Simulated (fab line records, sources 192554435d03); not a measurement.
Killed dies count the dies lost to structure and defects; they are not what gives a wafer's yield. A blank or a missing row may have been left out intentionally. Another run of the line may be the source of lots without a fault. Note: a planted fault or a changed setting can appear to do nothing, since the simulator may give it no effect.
What tool caused it? | flow n5_finfet | 11 lots, 32 wafers sampled, at 5 steps of a route of 1938

WHAT EACH GAUGE READ, for each wafer
N5_BEOL_M7_OCD_MEAS_38.
lot  | measured     | on     | trench_depth_nm (nm)
L313 | day 8 18:14  | ocd-02 | 91.4 93.2 92.8
L315 | day 9 13:46  | ocd-02 | 95.3 96.1 95.5
L316 | day 9 14:28  | ocd-02 | 92.3 93.9 92.1
L321 | day 11 05:22 | ocd-01 | 94.3 95.3 93.7
L323 | day 11 10:32 | ocd-02 | 93.4 94.7
L324 | day 11 11:37 | ocd-01 | 94.8 93.3 93.6
L322 | day 11 17:25 | ocd-01 | 94.4 91.1 91.1
L329 | day 13 04:12 | ocd-02 | 91.4 95.6 96.8
L332 | day 14 00:01 | ocd-01 | 88.7 87.8 92.1
L334 | day 14 05:52 | ocd-01 | 94.7 95.0 92.2
L336 | day 14 14:18 | ocd-01 | 95.9 92.6 95.3

N5_BEOL_M7_CD_MEAS_35 targets a cd of 40 nm.
lot  | measured     | on        | cd_nm (nm)
L313 | day 8 18:23  | cd_sem-03 | 39.1 38.3 39.9
L315 | day 9 13:55  | cd_sem-02 | 38.4 39.9 39.1
L316 | day 9 14:37  | cd_sem-01 | 40.7 41.3 41.5
L321 | day 11 05:31 | cd_sem-03 | 41.2 40.5 40.9
L323 | day 11 10:41 | cd_sem-01 | 39.7 40.1
L324 | day 11 11:46 | cd_sem-02 | 40.3 38.8 39.2
L322 | day 11 17:34 | cd_sem-02 | 39.6 39.4 40.2
L329 | day 13 04:21 | cd_sem-03 | 41.1 40.4 40.3
L332 | day 14 00:10 | cd_sem-02 | 41.4 40.5 40.0
L334 | day 14 06:02 | cd_sem-03 | 40.6 40.9 40.7
L336 | day 14 14:28 | cd_sem-01 | 41.1 41.6 40.6

N5_BEOL_M8_THK_MEAS_01.
lot  | measured     | on            | M8_ILD_THK (nm)
L313 | day 8 21:16  | film_metro-02 | 157.2 158.0 160.2
L315 | day 9 16:50  | film_metro-02 | 154.2 155.7 158.0
L316 | day 9 18:29  | film_metro-01 | 151.8 155.8 154.2
L321 | day 11 09:56 | film_metro-01 | 156.4 153.0 156.4
L323 | day 11 15:40 | film_metro-02 | 151.0 154.0
L324 | day 11 16:23 | film_metro-01 | 156.0 153.9 152.8
L322 | day 11 20:32 | film_metro-01 | 156.0 159.2 156.0
L329 | day 13 07:52 | film_metro-01 | 155.8 172.3 175.5
L332 | day 14 04:11 | film_metro-01 | 151.7 153.5 155.3
L334 | day 14 09:24 | film_metro-02 | 151.8 153.4 151.9
L336 | day 14 17:11 | film_metro-02 | 151.8 154.5 155.6

EACH LOT AND THE TOOL THAT RAN IT (in order: tool; ch and the chambers of the sampled wafers; start)
lot  | N5_BEOL_M7_CMP_52             | N5_BEOL_M8_ILD_DEP_00
L313 | cmp-03 ch 1,3, day 8 20:14    | pecvd-02 ch 0,1, day 8 20:41
L315 | cmp-03 ch 0,2, day 9 15:44    | pecvd-04 ch 0,1,2, day 9 16:12
L316 | cmp-03 ch 0,1,2, day 9 16:56  | pecvd-02 ch 0,2, day 9 17:26
L321 | cmp-02 ch 1,3, day 11 08:52   | pecvd-02 ch 0,1,2, day 11 09:21
L323 | cmp-04 ch 2,3, day 11 14:43   | pecvd-03 ch 0, day 11 15:05
L324 | cmp-03 ch 1,2, day 11 15:22   | pecvd-04 ch 0,1,2, day 11 15:49
L322 | cmp-03 ch 1,2,3, day 11 19:33 | pecvd-02 ch 0,1,2, day 11 19:58
L329 | cmp-02 ch 0,2,3, day 13 06:47 | pecvd-04 ch 0,2, day 13 07:17
L332 | cmp-02 ch 2,3, day 14 02:39   | pecvd-02 ch 1,2, day 14 03:08
L334 | cmp-04 ch 0,2,3, day 14 08:20 | pecvd-02 ch 0,2, day 14 08:49
L336 | cmp-02 ch 1,2, day 14 16:10   | pecvd-02 ch 1,2, day 14 16:37
- N5_BEOL_M7_CMP_52: polishes, stops on SiCOH lowk, t overpolish 6.9 s, target thk 80 nm.
- N5_BEOL_M8_ILD_DEP_00: deposits SiCOH lowk from DEMS/porogen, target thk 179.75 nm, time 33.4 s.

WHAT THE TOOLS THEMSELVES READ (means of the sampled wafers that have a number; where no wafer has one, the mark that the record gives instead)
N5_BEOL_M7_CMP_52.
lot  | tool   | barrier_field_endpoint_s (s) | motor_current_A (A) | overpolish_run_s (s) | slurry_filter_dp_kPa (kPa) | time_to_endpoint_s (s)
L313 | cmp-03 | 29.5                         | 6.5                 | 6.908                | 13.51                      | 61
L315 | cmp-03 | 27.7                         | 5.9                 | 6.911                | 13.54                      | 56
L316 | cmp-03 | 27.3                         | 5.7                 | 6.898                | 13.46                      | 56
L321 | cmp-02 | 28.7                         | 6.1                 | 6.898                | 13.66                      | 64
L323 | cmp-04 | 28.8                         | 6.0                 | 6.893                | 13.43                      | 63
L324 | cmp-03 | 27.7                         | 5.6                 | 6.904                | 13.46                      | 57
L322 | cmp-03 | 27.9                         | 6.2                 | 6.895                | 13.64                      | 57
L329 | cmp-02 | 29.6                         | 5.6                 | 6.907                | 13.54                      | 66
L332 | cmp-02 | 28.6                         | 5.6                 | 6.897                | 13.52                      | 63
L334 | cmp-04 | 29.8                         | 6.4                 | 6.896                | 13.54                      | 65
L336 | cmp-02 | 28.6                         | 6.0                 | 6.902                | 13.58                      | 60

N5_BEOL_M8_ILD_DEP_00.
lot  | tool     | heater_power_w (W) | showerhead_plenum_p_Torr (Torr) | throttle_valve_pct (%)
L313 | pecvd-02 | 353                | 5.730                           | 14.5
L315 | pecvd-04 | 333                | 5.753                           | 13.7
L316 | pecvd-02 | 272                | 5.720                           | 13.5
L321 | pecvd-02 | 319                | 5.716                           | 14.0
L323 | pecvd-03 | 328                | 5.740                           | 13.8
L324 | pecvd-04 | 289                | 5.750                           | 13.9
L322 | pecvd-02 | 333                | 5.727                           | 14.1
L329 | pecvd-04 | 347                | 5.749                           | 13.6
L332 | pecvd-02 | 317                | 5.723                           | 14.1
L334 | pecvd-02 | 253                | 5.723                           | 13.5
L336 | pecvd-02 | 276                | 5.739                           | 13.6

THE ANSWER, worked out from the rows above alone
Rule: the usual values come from the lots themselves. Put in order of their means at a reading, lots are off if they are a third of the lots or fewer, leave a main group of 4 or more, and stand apart from it by a gap of 3 or more times the standard deviation of the main group's means; of several such gaps the widest counts. A main group whose means are all the same, to the digits that the tables above print for the reading, isn't used. Also off: a lot with no number at a reading for which 4 or more lots have one. The other lots that the step has rows for count as sound. Order of review: gauges by route order, followed by the tools' own readings, for which a lot's mean as printed above is used. At the first step where some lot is off, the reading lying furthest off is the one used; lots without a number count as furthest.
Off: L329, seen at N5_BEOL_M8_THK_MEAS_01 (M8_ILD_THK). The main group: mean 154.7 nm, standard deviation 1.9.
If a tool, at a process step before that reading, ran all the lots that are off and no sound lot after the first of them, it fits. Those tools and the gauges at N5_BEOL_M8_THK_MEAS_01 are tried in the same way. One candidate fits, namely pecvd-04 at N5_BEOL_M8_ILD_DEP_00. A fault onset in the window from L324 (day 11 15:49, its last sound lot) to L329 (day 13 07:17, its first lot off) fits.

WHAT THE SIMULATOR PUT IN
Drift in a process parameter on pecvd-04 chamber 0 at N5_BEOL_M8_ILD_DEP_00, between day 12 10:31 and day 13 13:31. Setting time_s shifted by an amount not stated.
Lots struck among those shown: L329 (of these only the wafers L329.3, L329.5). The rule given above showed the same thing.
